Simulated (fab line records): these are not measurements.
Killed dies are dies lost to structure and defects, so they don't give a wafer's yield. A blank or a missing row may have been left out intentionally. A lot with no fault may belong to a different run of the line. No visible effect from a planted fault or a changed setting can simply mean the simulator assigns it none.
Split-lot trial	flow n5_finfet	7 lots, 21 wafers read, on a route of 1938 steps

== SPLIT DETAILS ==
At N5_BEOL_M13_ILD_DEP_00 (deposits SiOC from DEMS/O2, target thk 837.92 nm, time 166.4 s), the setting time_s was moved away from the recipe's 166.4 s on 8 of the 21 wafers read, by -15.0% to +9.3%. For the rest of the wafers, this setting stayed at what the recipe calls for.

Between the split and the reading, the file records no step.

== THE READING ==
At N5_BEOL_M13_THK_MEAS_01: M13_ILD_THK, given in nm. Typical for fault-free wafers on this fab line: 844 nm, with standard deviation 11 nm.

wafer	tool, chamber at the split	time_s as run, s	against the recipe	M13_ILD_THK, nm	against lot-mates on the recipe
L076.1	pecvd-02, 1	152.1	-8.6%	770	-68
L076.2	pecvd-02, 0	166.4	recipe	838	-
L076.4	pecvd-02, 1	152.1	-8.6%	787	-51
L078.2	pecvd-04, 1	166.4	recipe	854	-
L078.3	pecvd-04, 0	166.4	recipe	833	-
L078.5	pecvd-04, 0	166.4	recipe	854	-
L086.1	pecvd-02, 1	181.8	+9.3%	937	+69
L086.3	pecvd-02, 2	181.8	+9.3%	919	+51
L086.6	pecvd-02, 1	166.4	recipe	868	-
L085.4	pecvd-04, 1	179	+7.6%	911	+62
L085.5	pecvd-04, 0	179	+7.6%	912	+63
L085.6	pecvd-04, 2	166.4	recipe	849	-
L093.2	pecvd-02, 0	166.4	recipe	850	-
L093.4	pecvd-02, 0	166.4	recipe	858	-
L093.6	pecvd-02, 2	141.5	-15.0%	739	-115
L092.1	pecvd-04, 1	166.4	recipe	842	-
L092.2	pecvd-04, 2	178.4	+7.2%	892	+41
L092.5	pecvd-04, 0	166.4	recipe	860	-
L096.2	pecvd-02, 1	166.4	recipe	847	-
L096.3	pecvd-02, 0	166.4	recipe	846	-
L096.4	pecvd-02, 0	166.4	recipe	861	-

FIT RESULTS
A straight line over all 21 wafers: M13_ILD_THK changes by +7.84 nm for each +1% of time_s; r = +0.98; the points scatter about the line by 9.8 nm.
The same after taking each lot's own level away (the mean of its wafers on the recipe; 21 wafers): +7.19 nm for each +1%; r = +0.98; scatter 8.4 nm.
Per that fit: largest time_s move, reading shift of 1.1e+02 nm.
Measured against the standard deviation above, the lots' own levels, which go from 838.0 to 868.0 nm, span 2.7 times it.
The two slopes are in agreement: the lot-to-lot level therefore moves the slope only a little.
Check: for one of the wafers moved furthest among these (-15.0%), held out of the fit, the line's prediction against its lot-mates is -104 nm. Against them it came out at -115 nm.

== OTHER SPLITS APPLIED TO THESE WAFERS ==
Other splits were also applied to these wafers ahead of the reading. Each is held against what the fit with the lots' levels taken away leaves over:
other split on the same wafers	wafers away from the commonest value	r with M13_ILD_THK (lot level and that fit taken away)
N5_BEOL_M9_COAT_60 spin_rpm	6	-0.01
N5_BEOL_M10_COAT_22 spin_rpm	7	-0.07
N5_BEOL_M10_DEVELOP_27 develop_time_s	5	-0.18
N5_BEOL_M11_COAT_63 spin_rpm	7	-0.13
N5_BEOL_M11_EXPOSE_25 dose_mj	5	-0.22
N5_BEOL_M12_SPUTTER_44 time_s	4	-0.42

== THE WHOLE CHAIN: every reading that the file lists as answering this split, in the file's order ==
step	what it does	reading	change (the file's fit)	r (the file's)
N5_BEOL_M13_ILD_DEP_00	deposits SiOC from DEMS/O2, target thk 837.92 nm, time 166.4 s	SiOC_of_BEOL_M13_ILD_DEP_00.thk_nm (the simulator's own value, which no gauge read)	+7.21 nm for each +1% of the setting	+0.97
N5_BEOL_M13_THK_MEAS_01		M13_ILD_THK	+7.2 for each +1% of the setting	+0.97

== FILE'S OWN FIT ==
M13_ILD_THK changes by +7.2 nm for each +1% of time_s, r = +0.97.
